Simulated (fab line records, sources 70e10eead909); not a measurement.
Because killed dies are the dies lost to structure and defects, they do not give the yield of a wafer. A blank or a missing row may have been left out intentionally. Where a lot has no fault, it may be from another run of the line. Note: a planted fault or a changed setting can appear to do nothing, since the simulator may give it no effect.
Chamber matching	flow nand_harc	NHARC_A_M0_ETCH_34 on rie_diel-12: 4 sister chambers
The step etches the open film in N2/H2, target depth 40 nm, overetch 12 nm, time 43.94 s. 4 wafers are shown with their chamber, then 7 later ones without.

## WAFERS PAIRED WITH THEIR CHAMBERS
wafer	chamber	rf_vpp_V (V)
L083.6	1	431.6
L085.6	2	429.0
L086.3	0	425.6
L086.4	3	429.4

## WAFERS WITHOUT THEIR CHAMBER
wafer	rf_vpp_V (V)
L086.6	429.9
L090.1	426.7
L090.3	429.5
L090.4	428.5
L092.1	425.9
L092.2	428.5
L092.5	426.2

## WHICH CHAMBER EACH ONE RAN IN
wafer	from the rows above	in truth
L086.6	can't be placed: 3 or 2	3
L090.1	0	0
L090.3	can't be placed: 3 or 2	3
L090.4	can't be placed: 2 or 3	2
L092.1	0	0
L092.2	can't be placed: 2 or 3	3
L092.5	0	0
Correctly placed: 3 of 7. From these rows, 4 cannot be placed; in 4 the true chamber is one of the candidates. Wrongly placed: 0.
How it was worked out, from the rows above alone: a wafer's distance from a chamber is the root of the sum, over the readings, of the square of ((its reading less the chamber's mean) divided by the reading's scatter). The wafer belongs to the nearest chamber; if the next one is less than 2 further off, it can't be placed. Each chamber's mean is taken over the wafers shown for it. The scatter (one wafer shown for each chamber): square how far every hidden wafer sits from the nearest shown wafer, average those squares and take the square root.
